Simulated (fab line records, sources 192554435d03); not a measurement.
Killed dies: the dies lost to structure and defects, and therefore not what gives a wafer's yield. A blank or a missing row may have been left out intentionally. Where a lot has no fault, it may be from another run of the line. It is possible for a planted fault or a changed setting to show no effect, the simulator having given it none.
fab line records	flow n5-finfet
record: lots: 11	wafers: 33	last-day: 17
route steps=1938 shown PMOS_HMC_CHANNEL_EPI@71 FIN_SAQP@96 PASSIVATION@1936
lots untouched by any fault: they come from a run of this same line in which no faults occurred
start-h: hours from the record's first day to the start of the lot's first wafer shown	wait-h: hours since the lot's step before	" unchanged from the row above	L1.1+2: a row that stands for several wafers	- no value, or no start given	* or withheld: withheld	< > ~ a bound
route shown NAME@n: a module of which the file shows steps, and the number in the route of the first	usual: mean/standard deviation of fault-free wafers	same: alike in all rows	chamber/n: place in a boat	sites: the reading at each site	_std_site: their standard deviation	_edge_site: the outer-site mean with the inner-site mean subtracted	radius-mm: for every site, how far away it sits from the centre of the wafer	mask NAME#n: copy n	behind: the last tool/chamber to shape the wafer	hold: why the lot was held/for how many hours/how that ended	device: the transistor (n, p or np) that didn't switch	end of line: the tests these same wafers got at the end of their route	where a step has no rows: the recipe by itself	killed: count of dies lost to structure and defects at first sort (not the wafer's yield)	map: dies across one wafer; x = killed, . = not, _ = none there
set.NAME: the setting the step ran with; set.NAME@STEP: the setting that earlier step ran with	model.NAME: the simulator's own value behind a step, which no gauge read
route steps across a sampled set of lots; one table per step, one row per wafer
services: the hour from which a tool's chamber was out of use, counted from the record's first day as start-h (under 0 if before that day), plus the number of hours and why
== steps ==
step: N5_PMOS_HMC_CHANNEL_EPI_STRIP_33
recipe: chemistry: N2/H2	power-w: 500	temp-c: 40	pressure-mtorr: 50	rf-frequency-hz: 6e+07	overash-fraction: 0.3	bias-power-w: 8	h2-frac: 0.5	n2-flow-sccm: 300	h2-flow-sccm: 300
usual: drypump-motor-current-A: 6.0/0.36	oes-product-au: 0.76/0.042	rf-vpp-V: 54.2/1.7	showerhead-plenum-p-Torr: 3.34/0.11	throttle-valve-pct: 19.06/0.25
lot.wafer	tool	chamber	start-h	wait-h	drypump-motor-current-A	oes-product-au	rf-hours-counter-h	rf-vpp-V	showerhead-plenum-p-Torr	throttle-valve-pct
L256.1	rie-diel-02	0	35.82	0.0	5.5	0.69	223	55.3	3.47	19.59
L256.2	"	2	"	"	5.8	0.78	131	55.1	3.21	18.72
L256.6	"	2	"	"	5.9	0.77	-	55.4	3.21	18.74
L257.3	rie-diel-02	0	41.70	0.0	5.5	0.70	225	54.9	3.47	19.61
L257.4	"	0	"	"	5.5	0.68	-	53.3	3.47	19.56
L257.5	"	3	"	"	6.3	0.79	-	54.8	3.40	18.89
L260.4	rie-diel-04	3	64.14	0.0	5.6	0.79	119	54.5	3.52	18.83
L260.5	"	1	"	"	5.9	0.73	-	52.6	3.47	18.80
L260.6	"	0	"	"	6.4	0.74	-	55.0	3.33	18.98
L261.2	rie-diel-06	0	66.53	0.0	5.7	0.74	156	52.1	3.21	19.23
L261.4	"	3	"	"	5.9	0.76	129	55.3	3.25	19.34
L261.6	"	3	"	"	5.9	0.77	-	53.9	3.25	19.31
L265.3	rie-diel-04	1	89.21	0.0	5.9	0.71	192	54.6	3.46	18.79
L265.4	"	0	"	"	6.4	0.72	186	52.2	3.33	18.96
L265.5	"	3	"	"	5.6	0.78	-	55.6	3.51	18.83
L266.1	rie-diel-02	1	95.82	0.0	5.5	0.82	69	54.9	3.54	19.02
L266.2	"	3	"	"	6.3	0.78	103	54.6	3.39	18.94
L266.3	"	0	"	"	5.5	0.69	243	55.5	3.46	19.62
L267.1	rie-diel-06	3	107.19	0.0	6.0	0.75	143	55.3	3.25	19.34
L267.2	"	1	"	"	6.6	0.79	141	54.8	3.37	19.19
L267.6	"	3	"	"	5.9	0.75	-	53.7	3.25	19.34
L268.1	rie-diel-04	3	108.85	0.0	5.7	0.77	135	54.5	3.51	18.87
L268.4	"	1	"	"	5.9	0.70	199	55.2	3.46	18.77
L268.6	"	1	"	"	5.9	0.70	-	52.5	3.46	18.79
L274.1	rie-diel-06	0	143.30	0.0	5.7	0.72	180	52.8	3.20	19.26
L274.4	"	1	"	"	6.5	0.78	152	54.4	3.36	19.17
L274.5	"	1	"	"	6.6	0.76	-	52.7	3.36	19.21
L275.3	rie-diel-02	1	149.62	0.0	5.5	0.82	88	54.8	3.53	19.07
L275.5	"	0	"	"	5.5	0.96	-	50.3	3.46	19.16
L275.6	"	3	"	"	6.3	0.76	-	55.5	3.38	18.97
L276.1	rie-diel-04	0	155.22	0.0	6.5	0.72	208	52.7	3.31	19.00
L276.4	"	1	"	"	5.9	0.71	-	53.8	3.45	18.83
L276.5	"	0	"	"	6.4	0.71	-	52.8	3.32	19.04
step: N5_PMOS_HMC_CHANNEL_EPI_FIN_RECESS_16
recipe: chemistry: HBr/Cl2	target: Si	mask-material: SiO2	target-depth-a: 540	time-s: 18	pressure-mtorr: 10	icp-w: 800	bias-w: 75	HBr_flow_sccm: 150	Cl2_flow_sccm: 80
usual: bias-w: 75.02/0.22	drypump-motor-current-A: 5.9/0.52	oes-product-au: 1.007/0.018	throttle-valve-pct: 35.4/0.36
lot.wafer	tool	chamber	start-h	wait-h	bias-w	drypump-motor-current-A	oes-product-au	rf-hours-counter-h	throttle-valve-pct
L256.1	rie-si-04	0	36.14	0.0	74.51	6.3	1.017	102	35.3
L256.2	"	2	"	"	75.31	5.5	1.000	163	35.2
L256.6	"	0	"	"	74.91	6.2	1.002	-	35.3
L257.3	rie-si-04	2	42.02	0.0	74.87	5.5	0.986	163	35.2
L257.4	"	0	"	"	75.06	6.2	1.014	103	35.3
L257.5	"	0	"	"	75.10	6.2	1.010	-	35.3
L260.4	rie-si-04	3	64.49	0.0	75.03	5.5	1.008	178	35.9
L260.5	"	2	"	"	74.87	5.6	1.008	-	35.2
L260.6	"	1	"	"	74.89	6.6	1.002	-	35.0
L261.2	rie-si-04	2	66.90	0.0	74.63	5.5	1.001	163	35.2
L261.4	"	3	"	"	75.09	5.5	1.024	178	35.9
L261.6	"	2	"	"	74.65	5.5	0.999	-	35.2
L265.3	rie-si-04	2	89.56	0.0	74.86	5.5	0.989	164	35.2
L265.4	"	1	"	"	75.33	6.5	1.011	29	35.0
L265.5	"	1	"	"	75.47	6.5	1.007	-	35.0
L266.1	rie-si-04	1	96.15	0.0	-	6.5	0.995	29	35.0
L266.2	"	0	"	"	75.22	6.2	1.004	103	35.3
L266.3	"	2	"	"	-	5.6	0.982	164	35.2
L267.1	rie-si-05	1	107.51	0.0	74.90	5.8	1.041	136	35.3
L267.2	"	2	"	"	74.78	6.5	1.021	52	34.7
L267.6	"	1	"	"	74.72	5.8	1.038	-	35.3
L268.1	rie-si-04	0	109.17	0.0	-	6.3	1.006	104	35.3
L268.4	"	3	"	"	74.45	5.5	1.017	179	35.9
L268.6	"	1	"	"	75.02	6.6	0.994	-	35.0
L274.1	rie-si-05	3	143.63	0.0	75.03	6.8	0.996	9	35.6
L274.4	"	2	"	"	75.03	6.5	1.025	53	34.7
L274.5	"	3	"	"	75.18	6.8	0.992	-	35.6
L275.3	rie-si-02	3	149.94	0.0	74.95	5.4	0.972	193	35.9
L275.5	"	0	"	"	75.19	5.7	1.000	-	35.2
L275.6	"	3	"	"	74.82	5.4	0.969	-	35.9
L276.1	rie-si-05	0	155.57	0.0	74.84	5.1	0.993	35	35.5
L276.4	"	2	"	"	74.80	6.5	1.015	53	34.7
L276.5	"	1	"	"	74.87	5.8	1.039	-	35.3
step: N5_PMOS_HMC_CHANNEL_EPI_CMP_21
recipe: material: SiGe30	post-cmp-clean: alkaline-brush	target-thk-nm: 54
usual: motor-current-A: 12.3/1.1
lot.wafer	tool	chamber	start-h	wait-h	motor-current-A
L256.1	cmp-01	3	38.08	0.1	13.1
L256.2	"	1	"	"	11.7
L256.6	"	3	"	"	12.6
L257.4	cmp-04	2	44.01	0.0	15.3
L257.3	"	0	"	"	12.6
L257.5	"	3	"	"	13.8
L260.4	cmp-02	0	66.96	0.1	12.0
L260.5	"	3	"	"	11.8
L260.6	"	0	"	"	12.4
L261.2	cmp-04	0	68.49	0.1	11.6
L261.4	"	1	"	"	10.9
L261.6	"	2	"	"	15.3
L265.4	cmp-02	2	91.11	0.1	11.4
L265.3	"	3	"	"	11.9
L265.5	"	1	"	"	11.3
L266.1	cmp-02	3	97.65	0.0	12.4
L266.2	"	0	"	"	12.6
L266.3	"	1	"	"	12.6
L267.1	cmp-04	0	109.42	0.0	12.2
L267.2	"	1	"	"	10.9
L267.6	"	1	"	"	10.0
L268.1	cmp-01	2	110.68	0.0	13.1
L268.4	"	1	"	"	11.7
L268.6	"	3	"	"	13.3
L274.1	cmp-02	0	145.17	0.1	12.3
L274.4	"	2	"	"	11.0
L274.5	"	0	"	"	12.4
L275.3	cmp-04	3	151.52	0.1	13.8
L275.5	"	1	"	"	10.5
L275.6	"	2	"	"	14.3
L276.1	cmp-04	2	157.12	0.1	14.4
L276.4	"	3	"	"	13.0
L276.5	"	1	"	"	10.9
step: N5_PMOS_HMC_CHANNEL_EPI_THK_MEAS_22
recipe: reads: SiGe30_of_PMOS_HMC_CHANNEL_EPI_EPI_20
usual: HMC_CMP_THK: 54.4/0.94
lot.wafer	tool	chamber	start-h	wait-h	HMC_CMP_THK[nm]
L256.1	film-metro-02	-	38.34	-	53.9
L256.2	"	-	"	"	55.6
L256.6	"	-	"	"	53.5
L257.3	film-metro-01	-	44.31	-	55.1
L257.4	"	-	"	"	53.6
L257.5	"	-	"	"	53.6
L260.4	film-metro-01	-	67.22	-	55.7
L260.5	"	-	"	"	56.0
L260.6	"	-	"	"	54.9
L261.2	film-metro-02	-	68.71	-	55.7
L261.4	"	-	"	"	55.7
L261.6	"	-	"	"	56.2
L265.3	film-metro-01	-	91.37	-	55.2
L265.4	"	-	"	"	55.2
L265.5	"	-	"	"	54.6
L266.1	film-metro-01	-	97.95	-	51.0
L266.2	"	-	"	"	53.9
L266.3	"	-	"	"	51.7
L267.1	film-metro-01	-	109.71	-	54.9
L267.2	"	-	"	"	54.0
L267.6	"	-	"	"	54.7
L268.1	film-metro-01	-	110.97	-	50.2
L268.4	"	-	"	"	55.2
L268.6	"	-	"	"	54.6
L274.1	film-metro-01	-	145.43	-	55.6
L274.4	"	-	"	"	54.3
L274.5	"	-	"	"	55.0
L275.3	film-metro-02	-	151.74	-	53.1
L275.5	"	-	"	"	53.4
L275.6	"	-	"	"	52.5
L276.1	film-metro-01	-	157.37	-	54.5
L276.4	"	-	"	"	53.6
L276.5	"	-	"	"	54.2
step: N5_FIN_SAQP_HM_DEP_03
recipe: material: SiNx	target-thk-a: 380	temp-c: 400	precursor: SiH4/NH3/N2	pressure-torr: 1.5	rf-w: 300	time-s: 33.6
usual: heater-power-w: 802/100	showerhead-plenum-p-Torr: 5.16/0.085	throttle-valve-pct: 40/3.7
lot.wafer	tool	chamber	start-h	wait-h	heater-power-w	showerhead-plenum-p-Torr	throttle-valve-pct
L256.1	pecvd-01	0	39.75	0.2	939	5.02	39
L256.2	"	2	"	"	678	5.19	39
L256.6	"	0	"	"	929	5.01	39
L257.3	pecvd-01	2	45.40	0.2	741	5.19	39
L257.4	"	0	"	"	1039	5.04	39
L257.5	"	0	"	"	984	5.02	39
L260.4	pecvd-02	1	68.58	0.1	803	5.16	42
L260.5	"	2	"	"	785	5.27	39
L260.6	"	0	"	"	829	5.08	39
L261.2	pecvd-01	1	69.83	0.2	749	5.23	37
L261.4	"	1	"	"	735	5.24	37
L261.6	"	2	"	"	709	5.19	39
L265.3	pecvd-02	2	93.30	0.1	786	5.28	39
L265.4	"	1	"	"	699	5.15	42
L265.5	"	0	"	"	877	5.08	39
L266.1	pecvd-01	2	98.99	0.2	783	5.19	39
L266.2	"	0	"	"	1065	5.02	39
L266.3	"	1	"	"	676	5.25	37
L267.1	pecvd-02	0	111.11	0.2	835	5.08	39
L267.2	"	2	"	"	809	5.26	39
L267.6	"	2	"	"	779	5.27	39
L268.1	pecvd-02	0	112.05	0.2	802	5.09	39
L268.4	"	0	"	"	827	5.08	39
L268.6	"	2	"	"	724	5.27	39
L274.1	pecvd-04	1	146.69	0.2	696	5.19	51
L274.4	"	0	"	"	818	5.27	43
L274.5	"	2	"	"	893	5.13	35
L275.3	pecvd-02	1	152.76	0.1	724	5.14	42
L275.5	"	1	"	"	727	5.15	42
L275.6	"	2	"	"	828	5.27	39
L276.1	pecvd-01	0	158.56	0.2	1010	5.02	39
L276.4	"	0	"	"	997	5.02	39
L276.5	"	2	"	"	679	5.19	39
step: N5_PASSIVATION_PROBE_49
usual: killed_at_M0_to_M3: 34/8.9	killed_at_M4_up: 13/5	killed-at-contacts: 12/7	killed-at-front-end: 38/11	killed-at-other: 3.2/2.9	killed-dies: 99/16	killed-open: 65/13	killed-short: 32/7.6
same: gross-dies: 1180	killed-at-back-side: 0
lot.wafer	tool	chamber	start-h	wait-h	killed_at_M0_to_M3	killed_at_M4_up	killed-at-contacts	killed-at-front-end	killed-at-other	killed-dies	killed-open	killed-short
L256.1	prober-02	-	273.90	0.0	47	13	15	30	1	106	63	43
L256.2	prober-02	-	273.95	0.1	36	10	18	29	0	93	59	34
L256.6	prober-02	-	274.15	0.3	24	7	5	38	0	74	50	23
L257.3	prober-02	-	280.89	0.1	27	17	35	34	7	120	93	23
L257.4	prober-02	-	280.94	0.2	44	10	37	34	0	125	83	39
L257.5	prober-02	-	280.99	0.2	22	12	25	29	1	89	56	28
L260.4	prober-02	-	303.34	0.2	36	11	9	33	0	89	59	30
L260.5	prober-02	-	303.39	0.2	40	4	4	27	11	86	62	24
L260.6	prober-02	-	303.44	0.3	47	8	8	23	5	91	59	32
L261.2	prober-01	-	315.28	0.1	26	13	12	55	5	111	76	35
L261.4	prober-01	-	315.38	0.2	35	11	23	53	4	126	90	36
L261.6	prober-01	-	315.48	0.3	24	18	9	50	7	108	76	32
L265.3	prober-01	-	336.30	0.1	31	9	4	39	6	89	57	23
L265.4	prober-01	-	336.35	0.2	30	8	5	28	4	75	41	25
L265.5	prober-01	-	336.40	0.2	36	11	15	32	10	104	63	41
L267.1	prober-02	-	349.74	0.0	36	9	7	20	4	76	47	29
L267.2	prober-02	-	349.79	0.1	21	5	3	46	0	75	51	24
L267.6	prober-02	-	349.99	0.3	52	11	6	36	2	107	72	34
L266.1	prober-02	-	350.29	0.0	39	13	10	29	8	99	57	37
L266.2	prober-02	-	350.34	0.1	36	9	12	18	0	75	53	19
L266.3	prober-02	-	350.39	0.1	18	10	9	27	0	64	43	20
L268.1	prober-02	-	355.47	0.0	34	14	16	21	7	92	62	29
L268.4	prober-02	-	355.62	0.2	28	7	13	30	0	78	50	27
L268.6	prober-02	-	355.72	0.3	24	15	4	37	0	80	47	32
L274.1	prober-01	-	381.36	0.0	41	13	8	29	0	91	63	28
L274.4	prober-01	-	381.51	0.2	23	17	5	42	1	88	61	26
L274.5	prober-01	-	381.56	0.2	31	25	15	34	1	106	60	43
L275.3	prober-02	-	397.88	0.1	35	15	8	29	1	88	57	29
L275.5	prober-02	-	397.98	0.2	25	3	11	53	0	92	51	41
L275.6	prober-02	-	398.03	0.3	30	11	5	27	2	75	43	29
L276.1	prober-02	-	400.95	0.0	36	8	11	24	0	79	47	30
L276.4	prober-02	-	401.10	0.2	35	11	5	31	1	83	58	23
L276.5	prober-02	-	401.15	0.2	34	8	12	36	1	91	60	29
killed by level:class
L256.1 BEOL_M0_SAQP:geometric-particle:open=12 BEOL_M0_SAQP:geometric-particle:short=12 MOL_CONTACT_COAG:geometric-particle:open=11 BEOL_M2:geometric-particle:open=9 FIN_SAQP:geometric-particle:short=6 GATE_CUT:geometric-particle:short=5 BEOL_M4:geometric-particle:open=5 ILD0:geometric-particle:short=4
L256.2 MOL_CONTACT_COAG:geometric-particle:open=13 BEOL_M0_SAQP:geometric-particle:open=12 BEOL_M0_SAQP:geometric-particle:short=10 FIN_SAQP:geometric-particle:short=7 BEOL_M2:geometric-particle:open=7 FIN_SAQP:geometric-particle:open=5 MOL_CONTACT_COAG:geometric-particle:short=5 DUMMY_GATE:geometric-particle:open=3
L256.6 DUMMY_GATE:geometric-particle:open=9 BEOL_M0_SAQP:geometric-particle:short=8 BEOL_M0_SAQP:geometric-particle:open=6 BEOL_M2:geometric-particle:open=5 GATE_CUT:geometric-particle:short=4 MOL_CONTACT_COAG:geometric-particle:open=4 FIN_SAQP:geometric-particle:open=3 STI_FIN_REVEAL:geometric-particle:open=3
L257.3 MOL_CONTACT_COAG:geometric-particle:open=30 FIN_SAQP:geometric-particle:open=16 BEOL_M3:geometric-particle:open=8 BEOL_M4:geometric-particle:open=7 BEOL_M0_SAQP:geometric-particle:short=5 BEOL_M5:geometric-particle:open=5 STI_FIN_REVEAL:geometric-particle:open=4 DUMMY_GATE:geometric-particle:open=4
L257.4 MOL_CONTACT_COAG:geometric-particle:open=27 BEOL_M0_SAQP:geometric-particle:open=16 MOL_CONTACT_COAG:geometric-particle:short=9 BEOL_M0_SAQP:geometric-particle:short=8 FIN_SAQP:geometric-particle:short=7 FIN_SAQP:geometric-particle:open=7 BEOL_M3:geometric-particle:open=6 DUMMY_GATE:geometric-particle:open=5
L257.5 MOL_CONTACT_COAG:geometric-particle:open=14 MOL_CONTACT_COAG:geometric-particle:short=10 FIN_SAQP:geometric-particle:open=8 BEOL_M0_SAQP:geometric-particle:open=5 BEOL_M4:geometric-particle:open=5 ILD0:geometric-particle:open=4 BEOL_M3:geometric-particle:short=4 FIN_SAQP:geometric-particle:short=3
L260.4 BEOL_M3:geometric-particle:open=10 MOL_CONTACT_COAG:geometric-particle:open=7 STI_FIN_REVEAL:geometric-particle:open=6 DUMMY_GATE:geometric-particle:open=6 BEOL_M0_SAQP:geometric-particle:open=5 BEOL_M3:geometric-particle:short=5 BEOL_M4:geometric-particle:short=5 STARTING-WAFER:geometric-particle:open=5
L260.5 BEOL_M0_SAQP:geometric-particle:open=12 STI_FIN_REVEAL:geometric-particle:open=9 BEOL_M3:geometric-particle:open=7 BEOL_M1:geometric-particle:open=6 BEOL_M0:geometric-particle:open=4 DUMMY_GATE:geometric-particle:open=4 MOL_CONTACT_COAG:geometric-particle:open=4 BEOL_M0_SAQP:geometric-particle:short=4
L260.6 BEOL_M3:geometric-particle:open=16 BEOL_M1:geometric-particle:open=8 MOL_CONTACT_COAG:geometric-particle:open=6 STARTING-WAFER:geometric-particle:short=6 GATE_CUT:geometric-particle:short=5 BEOL_M0:geometric-particle:open=5 BEOL_M0_SAQP:geometric-particle:open=4 BEOL_M2:geometric-particle:short=4
L261.2 STI_FIN_REVEAL:geometric-particle:open=20 FIN_SAQP:geometric-particle:open=12 MOL_CONTACT_COAG:geometric-particle:open=12 FIN_SAQP:geometric-particle:short=8 BEOL_M0_SAQP:geometric-particle:short=7 BEOL_M0_SAQP:geometric-particle:open=6 BEOL_M2:geometric-particle:open=5 BEOL_M2:geometric-particle:short=3
L261.4 MOL_CONTACT_COAG:geometric-particle:open=19 FIN_SAQP:geometric-particle:short=14 BEOL_M2:geometric-particle:open=14 STI_FIN_REVEAL:geometric-particle:open=11 FIN_SAQP:geometric-particle:open=8 BEOL_M0_SAQP:geometric-particle:open=6 BEOL_M0_SAQP:geometric-particle:short=5 STARTING-WAFER:geometric-particle:open=5
L261.6 STI_FIN_REVEAL:geometric-particle:open=12 BEOL_M0_SAQP:geometric-particle:short=10 MOL_CONTACT_COAG:geometric-particle:open=9 FIN_SAQP:geometric-particle:short=7 FIN_SAQP:geometric-particle:open=6 GATE_CUT:geometric-particle:short=6 BEOL_M2:geometric-particle:open=6 BEOL_M4:geometric-particle:open=5
L265.3 BEOL_M1:geometric-particle:open=9 HKMG_FIN:area-etch=8 BEOL_M0_SAQP:geometric-particle:open=7 STI_FIN_REVEAL:geometric-particle:open=6 FIN_SAQP:geometric-particle:open=5 BEOL_M0:geometric-particle:open=5 BEOL_M2:geometric-particle:open=5 FIN_SAQP:geometric-particle:short=4
L265.4 BEOL_M2:geometric-particle:open=9 HKMG_FIN:area-etch=8 BEOL_M0_SAQP:geometric-particle:short=7 FIN_SAQP:geometric-particle:short=6 BEOL_M0_SAQP:geometric-particle:open=5 MOL_CONTACT_COAG:geometric-particle:open=5 STI_FIN_REVEAL:geometric-particle:open=3 DUMMY_GATE:geometric-particle:open=3
L265.5 MOL_CONTACT_COAG:geometric-particle:open=12 BEOL_M0_SAQP:geometric-particle:short=11 FIN_SAQP:geometric-particle:short=9 FIN_SAQP:geometric-particle:open=9 BEOL_M0_SAQP:geometric-particle:open=8 BEOL_M3:geometric-particle:open=6 BEOL_M2:geometric-particle:open=5 BEOL_M8:geometric-particle:open=4
L267.1 BEOL_M0_SAQP:geometric-particle:short=14 BEOL_M0_SAQP:geometric-particle:open=13 MOL_CONTACT_COAG:geometric-particle:open=6 BEOL_M1:geometric-particle:open=5 DUMMY_GATE:geometric-particle:open=4 STI_FIN_REVEAL:geometric-particle:open=3 BEOL_M4:geometric-particle:open=3 FIN_SAQP:geometric-particle:open=2
L267.2 STI_FIN_REVEAL:geometric-particle:open=19 FIN_SAQP:geometric-particle:open=7 BEOL_M1:geometric-particle:open=7 BEOL_M0_SAQP:geometric-particle:short=6 FIN_SAQP:geometric-particle:short=5 GATE_CUT:geometric-particle:short=3 BEOL_M0_SAQP:geometric-particle:open=3 STARTING-WAFER:geometric-particle:open=3
L267.6 BEOL_M0_SAQP:geometric-particle:open=16 BEOL_M0_SAQP:geometric-particle:short=11 BEOL_M3:geometric-particle:open=8 STI_FIN_REVEAL:geometric-particle:open=7 DUMMY_GATE:geometric-particle:open=6 MOL_CONTACT_COAG:geometric-particle:open=5 GATE_CUT:geometric-particle:open=4 BEOL_M2:geometric-particle:open=4
L266.1 BEOL_M0_SAQP:geometric-particle:short=11 MOL_CONTACT_COAG:geometric-particle:open=9 BEOL_M0:geometric-particle:open=8 BEOL_M0_SAQP:geometric-particle:open=7 STI_FIN_REVEAL:geometric-particle:open=5 GATE_CUT:geometric-particle:short=5 FIN_SAQP:geometric-particle:open=4 FIN_SAQP:geometric-particle:short=4
L266.2 MOL_CONTACT_COAG:geometric-particle:open=10 BEOL_M0_SAQP:geometric-particle:open=9 BEOL_M0_SAQP:geometric-particle:short=7 BEOL_M0:geometric-particle:open=6 BEOL_M3:geometric-particle:open=6 STI_FIN_REVEAL:geometric-particle:open=5 BEOL_M1:geometric-particle:open=4 BEOL_M5:geometric-particle:open=3
L266.3 STI_FIN_REVEAL:geometric-particle:open=8 MOL_CONTACT_COAG:geometric-particle:open=7 BEOL_M0_SAQP:geometric-particle:open=6 BEOL_M0_SAQP:geometric-particle:short=4 FIN_SAQP:geometric-particle:open=3 GATE_CUT:geometric-particle:open=3 GATE_CUT:geometric-particle:short=3 BEOL_M5:geometric-particle:open=3
L268.1 MOL_CONTACT_COAG:geometric-particle:open=16 BEOL_M0_SAQP:geometric-particle:open=9 BEOL_M2:geometric-particle:open=6 BEOL_M0_SAQP:geometric-particle:short=5 BEOL_M1:geometric-particle:open=5 GATE_CUT:geometric-particle:short=4 STARTING-WAFER:geometric-particle:short=4 BEOL_M3:geometric-particle:open=4
L268.4 BEOL_M3:geometric-particle:open=12 MOL_CONTACT_COAG:geometric-particle:open=11 FIN_SAQP:geometric-particle:short=6 BEOL_M1:geometric-particle:open=5 DUMMY_GATE:geometric-particle:open=4 GATE_CUT:geometric-particle:short=4 STARTING-WAFER:geometric-particle:short=4 STI_FIN_REVEAL:geometric-particle:open=3
L268.6 BEOL_M0_SAQP:geometric-particle:short=9 FIN_SAQP:geometric-particle:short=8 DUMMY_GATE:geometric-particle:open=7 GATE_CUT:geometric-particle:open=7 BEOL_M0_SAQP:geometric-particle:open=6 STI_FIN_REVEAL:geometric-particle:open=5 BEOL_M5:geometric-particle:open=5 GATE_CUT:geometric-particle:short=3
L274.1 BEOL_M0_SAQP:geometric-particle:short=13 BEOL_M2:geometric-particle:open=11 MOL_CONTACT_COAG:geometric-particle:open=7 FIN_SAQP:geometric-particle:open=6 BEOL_M1:geometric-particle:open=5 FIN_SAQP:geometric-particle:short=4 GATE_CUT:geometric-particle:open=4 GATE_CUT:geometric-particle:short=4
L274.4 FIN_SAQP:geometric-particle:open=15 BEOL_M4:geometric-particle:open=8 STI_FIN_REVEAL:geometric-particle:open=6 FIN_SAQP:geometric-particle:short=5 GATE_CUT:geometric-particle:short=5 MOL_CONTACT_COAG:geometric-particle:open=4 BEOL_M2:geometric-particle:open=4 BEOL_M3:geometric-particle:short=4
L274.5 MOL_CONTACT_COAG:geometric-particle:open=13 BEOL_M5:geometric-particle:open=10 FIN_SAQP:geometric-particle:short=9 FIN_SAQP:geometric-particle:open=8 BEOL_M0_SAQP:geometric-particle:short=7 BEOL_M0_SAQP:geometric-particle:open=6 BEOL_M2:geometric-particle:open=5 BEOL_M1:geometric-particle:open=4
L275.3 BEOL_M0_SAQP:geometric-particle:short=10 BEOL_M0_SAQP:geometric-particle:open=10 FIN_SAQP:geometric-particle:open=8 FIN_SAQP:geometric-particle:short=6 STI_FIN_REVEAL:geometric-particle:open=6 BEOL_M5:geometric-particle:open=6 BEOL_M3:geometric-particle:open=5 MOL_CONTACT_COAG:geometric-particle:open=4
L275.5 STI_FIN_REVEAL:geometric-particle:open=11 FIN_SAQP:geometric-particle:open=9 FIN_SAQP:geometric-particle:short=8 MOL_CONTACT_COAG:geometric-particle:open=8 BEOL_M0_SAQP:geometric-particle:open=8 BEOL_M0_SAQP:geometric-particle:short=8 GATE_CUT:geometric-particle:short=7 BEOL_M1:geometric-particle:open=6
L275.6 BEOL_M0_SAQP:geometric-particle:short=8 BEOL_M3:geometric-particle:open=8 GATE_CUT:geometric-particle:short=5 BEOL_M2:geometric-particle:open=5 FIN_SAQP:geometric-particle:open=4 DUMMY_GATE:geometric-particle:open=4 MOL_CONTACT_COAG:geometric-particle:open=4 FIN_SAQP:geometric-particle:short=3
L276.1 MOL_CONTACT_COAG:geometric-particle:open=10 BEOL_M3:geometric-particle:open=10 FIN_SAQP:geometric-particle:open=7 BEOL_M3:geometric-particle:short=6 BEOL_M0_SAQP:geometric-particle:short=5 FIN_SAQP:geometric-particle:short=3 STI_FIN_REVEAL:geometric-particle:open=3 DUMMY_GATE:geometric-particle:open=3
L276.4 FIN_SAQP:geometric-particle:open=12 BEOL_M3:geometric-particle:open=10 BEOL_M4:geometric-particle:open=6 BEOL_M0_SAQP:geometric-particle:open=5 FIN_SAQP:geometric-particle:short=4 STARTING-WAFER:geometric-particle:open=4 BEOL_M0_SAQP:geometric-particle:short=4 BEOL_M2:geometric-particle:short=4
L276.5 BEOL_M3:geometric-particle:open=12 MOL_CONTACT_COAG:geometric-particle:open=10 DUMMY_GATE:geometric-particle:open=7 STI_FIN_REVEAL:geometric-particle:open=6 STARTING-WAFER:geometric-particle:open=6 BEOL_M3:geometric-particle:short=5 BEOL_M0_SAQP:geometric-particle:short=5 BEOL_M4:geometric-particle:open=5
== services ==
tool	chamber	start-h	hours	kind
rie-si-05	3	12.51	6.0	repair
rie-diel-06	2	18.43	7.9	repair
pecvd-01	1	22.77	24.8	repair
rie-diel-06	0	22.98	1.9	repair
rie-diel-06	3	23.26	6.2	repair
rie-diel-04	-	25.84	4.3	pm
rie-diel-06	0	33.98	4.7	repair
rie-diel-02	1	34.94	6.8	repair
rie-si-05	0	40.95	4.7	repair
rie-si-04	-	44.98	6.8	repair
rie-diel-04	3	45.78	3.0	repair
cmp-02	-	64.16	0.5	repair
cmp-02	-	66.07	0.3	repair
cmp-04	-	66.17	0.6	repair
rie-diel-04	1	68.15	7.8	repair
rie-diel-06	2	84.44	25.5	repair
cmp-04	-	93.91	0.9	repair
cmp-02	-	106.66	3.4	repair
rie-diel-04	3	115.30	13.6	repair
pecvd-02	1	117.19	12.1	repair
rie-diel-06	2	120.20	5.5	repair
rie-si-05	-	128.04	2.8	pm
cmp-02	-	129.12	4.0	pm
pecvd-02	0	140.99	6.8	repair
== key ==
first-sign: step: N5_PMOS_HMC_CHANNEL_EPI_THK_MEAS_22	reading: HMC_CMP_THK	direction: down	sigmas: 3.7	usual: 54.4	struck: 50.9
effect none on later readings
met-at N5_PMOS_HMC_CHANNEL_EPI_FIN_RECESS_16
struck-lots L266,L268
struck-wafers L266.1,L266.3,L268.1
tester-left-out L266,L268
not-acting-at N5_PMOS_HMC_CHANNEL_EPI_STRIP_33,N5_PMOS_HMC_CHANNEL_EPI_CMP_21,N5_FIN_SAQP_HM_DEP_03
onset-between 89.56 96.15
fault: kind: process-parameter-drift	tool: rie-si-04	chamber: -	onset-h: 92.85	steps: N5_PMOS_HMC_CHANNEL_EPI_FIN_RECESS_16	channel: time-s	offset: *	shape: step	end-h: 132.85	scope: struck-wafers-only	acts-in: *	stated: *
tester-left-out: of these lots the tester's yield and bins aren't shown, on N5 and GAA mostly nor the transistor test; their killed dies are dies lost to structure and defects alone, not to doping, threshold or leakage, so they don't give the yield
